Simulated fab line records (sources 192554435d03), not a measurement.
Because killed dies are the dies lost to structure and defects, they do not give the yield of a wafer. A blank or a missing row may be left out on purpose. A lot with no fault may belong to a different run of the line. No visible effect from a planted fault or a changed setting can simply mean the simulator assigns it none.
fab line records	flow n5-finfet	part 2 of 2: steps 5 to 6 of 6
record lots=22	wafers=66	last-day=20
route steps=1938 shown BEOL_M10@1470 BEOL_M11@1537
lots that met no fault: from a run of the same line without faults
start-h: hours from the record's first day to the start of the lot's first wafer shown	wait-h: hours elapsed since this lot's preceding step	" the same as in the row above	L1.1+2: one row covering several wafers at once	- value missing, or start not given	* or withheld: withheld	< > ~ a bound
route shown NAME@n: NAME is a module with steps in the file, n the number in the route of the first one	usual: mean/standard deviation of fault-free wafers	same: alike in all rows	chamber/n: place in a boat	sites: per-site readings	_std_site: standard deviation across them	_edge_site: the outer-site mean with the inner-site mean subtracted	radius-mm: how far each site lies from the wafer's centre	mask NAME#n: copy n	behind: the most recent tool/chamber to have shaped the wafer	hold: why the lot went on hold/how many hours it stayed there/how the hold came to an end	device: the n, p or np transistor that did not switch	end of line: at the end of the route, the tests of the same wafers	where a step has no rows: the recipe by itself	killed: not the wafer's yield, but the dies lost to structure and defects at the first sort	map: shows each die of a wafer: x if killed, . if not, _ if none is there
set.NAME: the setting the step ran with; set.NAME@STEP: the setting that earlier step ran with	model.NAME: the simulator's own value behind a step, which no gauge read
the route's steps for a sample of lots (tables are steps, rows are wafers)
services: a tool's chamber out of use, with start hour (start-h, from the record's first day; less than 0 if before it), hours out, and reason
## steps
# step N5_BEOL_M10_STRIP_77
# recipe chemistry=N2/H2	time-s=10	power-w=450	temp-c=40	pressure-mtorr=20	rf-frequency-hz=6e+07	bias-power-w=7	n2-flow-sccm=200	h2-flow-sccm=200
# usual drypump-motor-current-A=5.8/0.42	oes-product-au=0.82/0.1	rf-vpp-V=59.2/0.84	showerhead-plenum-p-Torr=2.54/0.053	temp-c=40.01/0.11	throttle-valve-pct=23.52/0.23
lot.wafer	tool	chamber	start-h	wait-h	drypump-motor-current-A	oes-product-au	rf-hours-counter-h	rf-vpp-V	showerhead-plenum-p-Torr	temp-c	throttle-valve-pct
L074.3	rie-diel-02	0	-	-	6.2	0.82	93	58.9	2.56	39.90	23.56
L074.4	"	0	"	"	6.2	0.82	-	59.7	2.56	39.93	23.55
L074.5	"	2	"	"	4.9	0.71	-	59.2	2.52	39.90	24.04
L075.2	rie-diel-04	3	-	-	5.3	0.98	1	60.3	2.60	39.90	23.61
L075.4	"	1	"	"	5.3	0.68	250	59.7	2.61	40.11	23.64
L075.6	"	0	"	"	6.0	0.94	-	58.5	2.50	39.80	23.32
L076.1	rie-diel-04	3	-	-	5.3	0.98	3	59.6	2.60	40.05	23.63
L076.4	"	0	"	"	6.0	0.92	-	59.0	2.50	40.04	23.33
L076.6	"	3	"	"	5.3	0.98	-	59.6	2.60	39.81	23.62
L077.1	rie-diel-04	0	-	-	6.0	0.92	12	58.9	2.49	39.86	23.33
L077.2	"	3	"	"	5.4	0.96	6	60.2	2.60	40.00	23.62
L077.5	"	0	"	"	6.0	0.92	-	57.9	2.49	39.92	23.33
L078.1	rie-diel-04	2	-	-	6.3	0.71	234	60.7	2.50	40.00	23.55
L078.3	"	3	"	"	5.4	0.95	10	58.6	2.60	40.17	23.65
L078.4	"	3	"	"	5.4	0.95	-	59.1	2.60	40.19	23.64
L080.1	rie-diel-05	3	-	-	5.5	0.71	218	57.8	2.62	39.93	23.55
L080.2	"	2	"	"	5.7	0.69	247	60.3	2.49	39.91	23.45
L080.5	"	0	"	"	6.1	0.71	-	59.2	2.52	39.94	23.69
L081.1	rie-diel-04	3	-	-	5.4	0.93	14	59.9	2.59	39.97	23.62
L081.3	"	1	"	"	5.3	0.96	3	60.5	2.60	40.05	23.27
L081.4	"	0	"	"	6.0	0.90	21	58.1	2.49	40.18	23.34
L083.1	rie-diel-04	2	-	-	6.2	0.70	239	58.3	2.50	40.13	23.56
L083.5	"	1	"	"	5.3	0.95	-	59.8	2.60	39.93	23.26
L083.6	"	0	"	"	6.0	0.90	-	58.4	2.49	40.06	23.35
L082.3	rie-diel-04	0	-	-	6.0	0.89	24	59.1	2.49	39.82	23.35
L082.5	"	1	"	"	5.3	0.94	-	58.1	2.60	40.02	23.27
L082.6	"	0	"	"	6.0	0.89	-	59.1	2.49	39.92	23.32
L084.3	rie-diel-04	3	-	-	5.3	0.92	17	59.2	2.59	40.07	23.66
L084.5	"	3	"	"	5.3	0.93	-	58.4	2.59	40.09	23.65
L084.6	"	0	"	"	6.0	0.89	-	59.2	2.49	39.86	23.34
L086.2	rie-diel-02	1	-	-	5.7	0.68	241	58.6	2.51	40.05	23.81
L086.3	"	2	"	"	4.9	0.69	229	60.3	2.50	40.05	24.08
L086.6	"	3	"	"	5.8	0.91	-	59.9	2.59	39.96	23.63
L085.3	rie-diel-05	0	-	-	6.1	0.70	191	58.1	2.52	39.94	23.70
L085.4	"	3	"	"	5.5	0.69	-	59.2	2.61	40.16	23.56
L085.6	"	0	"	"	6.1	0.70	-	59.0	2.52	40.00	23.70
L088.3	rie-diel-05	1	-	-	6.3	0.78	105	58.7	2.45	40.02	23.19
L088.5	"	0	"	"	6.1	0.69	-	57.7	2.52	40.15	23.72
L088.6	"	3	"	"	5.5	0.69	-	59.0	2.61	39.96	23.56
L087.3	rie-diel-04	1	-	-	5.3	0.90	20	59.9	2.60	39.98	23.29
L087.4	"	0	"	"	6.0	0.86	-	59.5	2.48	39.91	23.36
L087.6	"	1	"	"	5.3	0.91	-	59.3	2.60	40.02	23.28
L089.2	rie-diel-04	0	-	-	6.0	0.87	39	59.3	2.48	39.97	23.36
L089.4	"	1	"	"	5.3	0.90	-	61.0	2.60	40.00	23.31
L089.5	"	0	"	"	6.0	0.86	-	59.4	2.48	40.13	23.36
L090.2	rie-diel-05	0	-	-	6.1	0.69	202	59.3	2.51	40.12	23.72
L090.4	"	1	"	"	6.3	0.80	108	58.8	2.45	39.91	23.20
L090.5	"	3	"	"	5.5	0.69	-	58.4	2.61	40.03	23.58
L091.1	rie-diel-05	0	-	-	6.1	0.69	203	58.8	2.51	39.98	23.72
L091.3	"	1	"	"	6.3	0.78	109	58.9	2.45	40.07	23.20
L091.4	"	2	"	"	5.7	0.96	7	60.1	2.49	40.05	23.10
L093.3	rie-diel-05	3	-	-	5.5	0.68	244	60.7	2.61	39.97	23.58
L093.5	"	0	"	"	6.2	0.69	-	60.2	2.51	39.90	23.74
L093.6	"	1	"	"	6.3	0.78	-	58.3	2.45	40.04	23.22
L097.1	rie-diel-04	3	-	-	5.3	0.87	43	60.0	2.58	40.00	23.67
L097.2	"	2	"	"	6.3	0.95	12	58.0	2.49	40.02	23.28
L097.6	"	2	"	"	6.2	0.95	-	57.2	2.49	39.99	23.29
L079.1	rie-diel-02	0	-	-	6.2	0.76	151	59.1	2.53	39.95	23.63
L079.2	"	2	"	"	4.9	0.68	247	59.1	2.50	40.32	24.10
L079.6	"	2	"	"	4.9	0.67	-	59.6	2.50	40.39	24.10
L096.1	rie-diel-02	3	-	-	5.8	0.86	54	58.8	2.58	39.95	23.66
L096.3	"	2	"	"	4.9	0.68	247	58.9	2.50	40.10	24.09
L096.6	"	3	"	"	5.8	0.86	-	59.2	2.58	40.05	23.65
L095.1	rie-diel-04	3	-	-	5.4	0.86	52	58.7	2.58	40.01	23.68
L095.4	"	1	"	"	5.3	0.86	46	60.2	2.59	40.26	23.32
L095.6	"	0	"	"	6.0	0.83	-	58.4	2.47	40.09	23.40
# step N5_BEOL_M11_CURE_71
# recipe temp-c=385	time-s=240	ambient=He/Ar	material=SiCOH_lowk
# usual lamp-power-pct=52.32/0.051	wafer_temp_C_max=386.9/0.63
lot.wafer	tool	chamber	start-h	wait-h	lamp-power-pct	wafer_temp_C_max
L074.3	uv-cure-02	2	260.70	0.2	52.37	386.1
L074.4	"	2	"	"	52.35	386.3
L074.5	"	2	"	"	52.29	386.7
L075.2	uv-cure-01	0	293.71	0.1	52.33	385.8
L075.4	"	0	"	"	52.32	386.9
L075.6	"	0	"	"	52.30	386.1
L076.1	uv-cure-01	2	298.64	0.0	52.33	386.9
L076.4	"	2	"	"	52.39	387.3
L076.6	"	2	"	"	52.36	387.2
L077.1	uv-cure-01	1	307.20	0.0	52.31	387.2
L077.2	"	1	"	"	52.34	386.7
L077.5	"	1	"	"	52.32	387.4
L078.1	uv-cure-03	2	315.33	0.0	52.32	386.9
L078.3	"	2	"	"	52.34	386.3
L078.4	"	2	"	"	52.26	386.7
L080.1	uv-cure-01	2	324.01	0.2	52.23	387.3
L080.2	"	2	"	"	52.30	387.4
L080.5	"	2	"	"	52.26	386.9
L081.1	uv-cure-03	0	327.57	0.0	52.34	387.5
L081.3	"	0	"	"	52.34	387.5
L081.4	"	0	"	"	52.30	387.4
L083.1	uv-cure-02	0	332.12	0.2	52.29	386.4
L083.5	"	0	"	"	52.33	386.5
L083.6	"	0	"	"	52.32	386.5
L082.3	uv-cure-03	2	335.68	0.4	52.30	386.8
L082.5	"	2	"	"	52.32	386.2
L082.6	"	2	"	"	52.30	386.3
L084.3	uv-cure-03	2	338.23	0.7	52.23	386.9
L084.5	"	2	"	"	52.29	386.6
L084.6	"	2	"	"	52.44	386.7
L086.2	uv-cure-03	2	349.81	0.1	52.33	386.5
L086.3	"	2	"	"	52.40	387.1
L086.6	"	2	"	"	52.26	386.5
L085.3	uv-cure-01	1	352.10	0.2	52.33	386.9
L085.4	"	1	"	"	52.33	387.0
L085.6	"	1	"	"	52.30	387.2
L088.3	uv-cure-02	0	365.13	0.2	52.38	386.7
L088.5	"	0	"	"	52.28	386.0
L088.6	"	0	"	"	52.26	386.3
L087.3	uv-cure-01	2	372.97	0.3	52.38	388.8
L087.4	"	2	"	"	52.37	388.6
L087.6	"	2	"	"	52.31	387.4
L089.2	uv-cure-03	2	374.08	0.1	52.38	386.7
L089.4	"	2	"	"	52.28	386.5
L089.5	"	2	"	"	52.31	386.3
L090.2	uv-cure-02	2	375.81	0.2	52.41	386.4
L090.4	"	2	"	"	52.38	386.2
L090.5	"	2	"	"	52.29	386.6
L091.1	uv-cure-02	0	379.81	0.5	52.30	386.2
L091.3	"	0	"	"	52.25	386.6
L091.4	"	0	"	"	52.41	386.5
L093.3	uv-cure-03	1	382.68	0.2	52.29	388.2
L093.5	"	1	"	"	52.27	387.6
L093.6	"	1	"	"	52.30	387.7
L097.1	uv-cure-02	1	410.63	0.0	52.35	387.2
L097.2	"	1	"	"	52.28	386.6
L097.6	"	1	"	"	52.30	387.3
L079.1	uv-cure-01	0	410.86	0.0	52.27	386.1
L079.2	"	0	"	"	52.23	386.6
L079.6	"	0	"	"	52.36	386.4
L096.1	uv-cure-01	2	413.15	0.0	52.27	387.6
L096.3	"	2	"	"	52.22	387.3
L096.6	"	2	"	"	52.38	388.1
L095.1	uv-cure-01	1	435.46	0.0	52.35	387.0
L095.4	"	1	"	"	52.29	388.8
L095.6	"	1	"	"	52.34	387.9
## services
tool	chamber	start-h	hours	kind
rie-diel-04	3	230.56	7.6	repair
pecvd-02	-	239.28	0.8	repair
uv-cure-01	-	244.20	2.1	pm
uv-cure-01	-	254.81	7.5	pm
rie-diel-04	2	263.68	2.8	repair
rie-diel-04	-	278.67	4.3	pm
rie-diel-05	1	302.74	4.3	repair
rie-diel-02	2	303.28	3.9	repair
uv-cure-02	-	309.00	6.8	repair
uv-cure-01	-	322.12	1.0	pm
uv-cure-01	-	329.83	3.3	repair
uv-cure-02	-	335.87	7.5	pm
uv-cure-03	-	354.90	1.5	repair
uv-cure-03	-	358.91	0.8	repair
rie-diel-02	2	364.20	19.8	repair
pecvd-02	-	364.95	0.5	repair
pecvd-02	2	373.92	5.9	repair
uv-cure-03	-	376.87	3.1	repair
uv-cure-01	-	386.01	14.2	repair
rie-diel-02	1	387.70	4.1	repair
rie-diel-04	3	393.95	5.8	repair
rie-diel-04	0	402.36	3.0	repair
uv-cure-03	-	416.54	7.5	pm
rie-diel-02	-	419.96	0.5	repair
